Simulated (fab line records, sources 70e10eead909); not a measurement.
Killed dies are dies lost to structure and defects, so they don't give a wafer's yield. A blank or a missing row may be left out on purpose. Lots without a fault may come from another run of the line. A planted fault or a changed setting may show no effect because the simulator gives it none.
Which tool did it? | flow nand_harc | 13 lots, 39 wafers sampled, at 5 steps of a route of 1302

WHAT THE GAUGES READ, wafer by wafer
NHARC_END_SORT_01.
lot  | measured     | on        | killed_at_array | killed_at_other | killed_at_periphery | killed_dies | killed_open | killed_short
L245 | day 26 02:43 | prober-01 | 81 91 90        | 2 3 2           | 4 1 3               | 87 95 95    | 4 2 2       | 3 3 2
L249 | day 26 22:04 | prober-01 | 114 105 98      | 0 1 0           | 76 45 82            | 190 151 180 | 1 3 3       | 6 5 5
L251 | day 28 21:35 | prober-02 | 91 83 63        | 0 0 1           | 88 79 77            | 179 162 141 | 4 1 4       | 5 1 1
L261 | day 33 04:23 | prober-02 | 88              | 0               | 3                   | 91          | 3           | 1

WHICH TOOL RAN EACH LOT (tool, then ch and the chambers of the sampled wafers, then the start)
lot  | NHARC_P_CONTACT_PVD_32       | NHARC_THIN_TSV_DEP_47           | NHARC_THIN_TSV_CMP_21         | NHARC_THIN_TSV_DEGAS_53
L241 | pvd_sputter-01, day 6 10:10  | pecvd-01 ch 0,1, day 24 11:00   | cmp-02 ch 0,2, day 24 13:29   | pvd_sputter-03, day 24 13:56
L242 | pvd_sputter-03, day 6 15:09  | pecvd-01 ch 0,1,2, day 24 17:58 | cmp-02 ch 0,1,2, day 24 20:35 | pvd_sputter-03, day 24 20:58
L243 | pvd_sputter-01, day 7 04:42  | pecvd-01 ch 0,2, day 24 11:58   | cmp-01 ch 1,2,3, day 24 14:31 | pvd_sputter-01, day 24 14:55
L245 | pvd_sputter-02, day 7 22:02  | pecvd-01 ch 0,1,2, day 25 12:01 | cmp-02 ch 0,1,2, day 25 14:41 | pvd_sputter-02, day 25 15:09
L246 | pvd_sputter-02, day 7 23:12  | pecvd-01 ch 0,1,2, day 25 18:45 | cmp-02 ch 0,2,3, day 25 21:14 | pvd_sputter-02, day 25 21:41
L247 | pvd_sputter-01, day 8 09:04  | pecvd-02 ch 0,1,2, day 26 08:35 | cmp-04 ch 0,1,2, day 26 11:17 | pvd_sputter-02, day 26 11:43
L248 | pvd_sputter-01, day 9 02:32  | pecvd-03 ch 0,2, day 26 11:10   | cmp-01 ch 1,3, day 26 13:43   | pvd_sputter-01, day 26 14:10
L249 | pvd_sputter-01, day 9 05:07  | pecvd-02 ch 0,1,2, day 26 09:47 | cmp-01 ch 0,3, day 26 12:18   | pvd_sputter-02, day 26 12:46
L250 | pvd_sputter-02, day 10 00:51 | pecvd-03 ch 1,2, day 27 19:28   | cmp-01 ch 1,2, day 27 21:53   | pvd_sputter-03, day 27 22:20
L251 | pvd_sputter-01, day 10 04:23 | pecvd-03 ch 0,1, day 28 06:38   | cmp-02 ch 1,2,3, day 28 09:12 | pvd_sputter-01, day 28 09:37
L259 | pvd_sputter-03, day 13 17:09 | pecvd-01 ch 0,1,2, day 32 05:35 | cmp-04 ch 2,3, day 32 08:03   | pvd_sputter-03, day 32 08:29
L260 | pvd_sputter-03, day 14 01:11 | pecvd-02 ch 0,1,2, day 32 13:41 | cmp-01 ch 0,3, day 32 16:08   | pvd_sputter-03, day 32 16:37
L261 | pvd_sputter-01, day 14 22:58 | pecvd-03 ch 0,1,2, day 32 14:55 | cmp-01 ch 0,1,3, day 32 17:26 | pvd_sputter-03, day 32 17:53
- NHARC_P_CONTACT_PVD_32: deposits Ti, target thk 5 nm, time 17.7 s.
- NHARC_THIN_TSV_DEP_47: deposits SiO2, target thk 200 nm.
- NHARC_THIN_TSV_CMP_21: polishes, t overpolish 30 s, target thk 2000 nm.
- NHARC_THIN_TSV_DEGAS_53: time 60 s.

WHAT THE TOOLS THEMSELVES READ (means of the sampled wafers that have a number; where no wafer has one, the mark that the record gives instead)
NHARC_P_CONTACT_PVD_32.
lot  | tool           | throttle_valve_pct (%)
L241 | pvd_sputter-01 | 31.3
L242 | pvd_sputter-03 | 29.7
L243 | pvd_sputter-01 | 31.3
L245 | pvd_sputter-02 | 28.9
L246 | pvd_sputter-02 | 28.5
L247 | pvd_sputter-01 | 31.3
L248 | pvd_sputter-01 | 31.4
L249 | pvd_sputter-01 | 30.6
L250 | pvd_sputter-02 | 28.6
L251 | pvd_sputter-01 | 30.1
L259 | pvd_sputter-03 | 29.4
L260 | pvd_sputter-03 | 30.4
L261 | pvd_sputter-01 | 30.9

NHARC_THIN_TSV_DEP_47.
lot  | tool     | showerhead_vpp_V (V) | throttle_valve_pct (%)
L241 | pecvd-01 | 1814                 | 15.9
L242 | pecvd-01 | 1732                 | 15.9
L243 | pecvd-01 | 1753                 | 15.7
L245 | pecvd-01 | 1761                 | 15.9
L246 | pecvd-01 | 1758                 | 15.9
L247 | pecvd-02 | 1852                 | 15.6
L248 | pecvd-03 | 1806                 | 15.3
L249 | pecvd-02 | 1853                 | 15.7
L250 | pecvd-03 | 1834                 | 16.0
L251 | pecvd-03 | 1877                 | 15.9
L259 | pecvd-01 | 1739                 | 15.8
L260 | pecvd-02 | 1855                 | 16.0
L261 | pecvd-03 | 1844                 | 15.9

NHARC_THIN_TSV_CMP_21.
lot  | tool   | motor_current_A (A) | overpolish_run_s (s) | slurry_flow_ml_min
L241 | cmp-02 | 10.8                | 29.994               | 149.7
L242 | cmp-02 | 11.5                | 30.001               | 150.3
L243 | cmp-01 | 12.9                | 29.998               | 150.4
L245 | cmp-02 | 11.6                | 29.993               | 149.7
L246 | cmp-02 | 11.5                | 29.995               | 150.2
L247 | cmp-04 | 11.9                | 30.000               | 150.1
L248 | cmp-01 | 12.6                | 30.004               | 149.6
L249 | cmp-01 | 12.7                | 29.993               | 150.2
L250 | cmp-01 | 11.8                | 29.999               | 149.4
L251 | cmp-02 | 12.4                | 29.997               | 150.5
L259 | cmp-04 | 13.6                | 30.005               | 150.1
L260 | cmp-01 | 12.8                | 29.989               | 149.5
L261 | cmp-01 | 12.5                | 29.999               | 149.6

NHARC_THIN_TSV_DEGAS_53.
lot  | tool           | heater_power_w (W)
L241 | pvd_sputter-03 | 472
L242 | pvd_sputter-03 | 490
L243 | pvd_sputter-01 | 434
L245 | pvd_sputter-02 | 506
L246 | pvd_sputter-02 | 515
L247 | pvd_sputter-02 | 515
L248 | pvd_sputter-01 | 469
L249 | pvd_sputter-02 | 516
L250 | pvd_sputter-03 | 443
L251 | pvd_sputter-01 | 419
L259 | pvd_sputter-03 | 444
L260 | pvd_sputter-03 | 440
L261 | pvd_sputter-03 | 444

THE ANSWER, worked out from the rows above alone
Rule: what is usual is taken from the lots themselves. Put in order of their means at a reading, lots are off if they are a third of the lots or fewer, leave a main group of 4 or more, and stand apart from it by a gap of 3 or more times the standard deviation of the main group's means; of several such gaps the widest counts. A main group whose means are all the same, to the digits that the tables above print for the reading, isn't used. A lot without any number at a reading at which 4 lots or more have one is off too. The other lots that the step has rows for count as sound. The gauges are gone through in route order, then the tools' own readings, and for those a lot's mean is taken as printed above. The first step at which some lot is off is used, and at that step the reading that is off furthest; a lot without a number counts as furthest.
No lot is off at any reading shown: from this, nothing can be told.

WHAT THE SIMULATOR HAD PUT IN
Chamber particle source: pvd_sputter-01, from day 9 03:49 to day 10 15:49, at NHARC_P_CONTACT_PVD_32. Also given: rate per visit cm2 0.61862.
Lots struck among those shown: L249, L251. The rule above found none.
